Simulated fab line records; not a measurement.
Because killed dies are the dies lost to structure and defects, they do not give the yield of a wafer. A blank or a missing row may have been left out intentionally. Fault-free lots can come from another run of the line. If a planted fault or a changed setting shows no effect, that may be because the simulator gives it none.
Chamber matching -- flow n5 finfet -- rie diel-05 running N5_PASSIVATION_PASS_ETCH_47: 4 sister chambers
The step etches SiNx in CF4/O2, target depth 770 nm, time 385 s. 16 wafers are shown with their chamber, then 8 later ones without.

WAFERS PAIRED WITH THEIR CHAMBERS
wafer,chamber,drypump motor current A (A),throttle valve pct (%),showerhead plenum p Torr (Torr)
L075.4,2,6.7,16.36,2.17
L075.5,1,5.8,15.85,2.13
L075.6,2,6.7,16.34,2.17
L078.2,2,6.7,16.35,2.17
L078.3,1,5.8,15.84,2.13
L078.4,0,5.1,15.80,2.15
L081.1,3,5.0,15.88,2.17
L081.3,1,5.8,15.85,2.13
L081.6,1,5.8,15.86,2.13
L083.1,1,5.8,15.86,2.13
L083.4,0,5.1,15.84,2.15
L083.5,3,4.9,15.90,2.17
L086.2,1,5.8,15.85,2.13
L086.3,0,5.1,15.84,2.15
L086.6,0,5.1,15.84,2.15
L089.1,0,5.1,15.87,2.14

SIGNATURES (means of the wafers above)
reading,chamber 0,chamber 1,chamber 2,chamber 3,scatter within a chamber
drypump motor current A,5.100,5.800,6.700,4.950,0.0204
throttle valve pct,15.8380,15.8517,16.3500,15.8900,0.0162
showerhead plenum p Torr,2.1480,2.1300,2.1700,2.1700,0.00258
Rule: for a wafer and a chamber, the distance is found by dividing, reading by reading, the gap between the wafer's reading and the chamber's mean by the reading's scatter, squaring, summing and taking the root. If the next closest chamber is less than 2 further off than the closest, the wafer can't be placed; otherwise it belongs to the closest. How the scatter is found: for the shown wafers, subtract from each reading the mean of its chamber, square and add these, divide the total by (wafers less chambers), then take the root.

WAFERS WITHOUT THEIR CHAMBER
wafer,drypump motor current A (A),throttle valve pct (%),showerhead plenum p Torr (Torr)
L089.2,5.0,15.90,2.17
L089.3,5.8,15.88,2.13
L088.1,6.7,16.42,2.16
L088.5,5.0,15.91,2.16
L088.6,5.1,15.88,2.14
L091.2,6.7,16.41,2.16
L091.5,5.8,15.88,2.12
L091.6,6.7,16.42,2.16

WHICH CHAMBER EACH WENT THROUGH
wafer,from the rows above,in truth
L089.2,3,3
L089.3,1,1
L088.1,2,2
L088.5,3,3
L088.6,0,0
L091.2,2,2
L091.5,1,1
L091.6,2,2
Correct placement for 8 of the 8. Left unplaced by these rows: 0. Placed wrongly: 0.
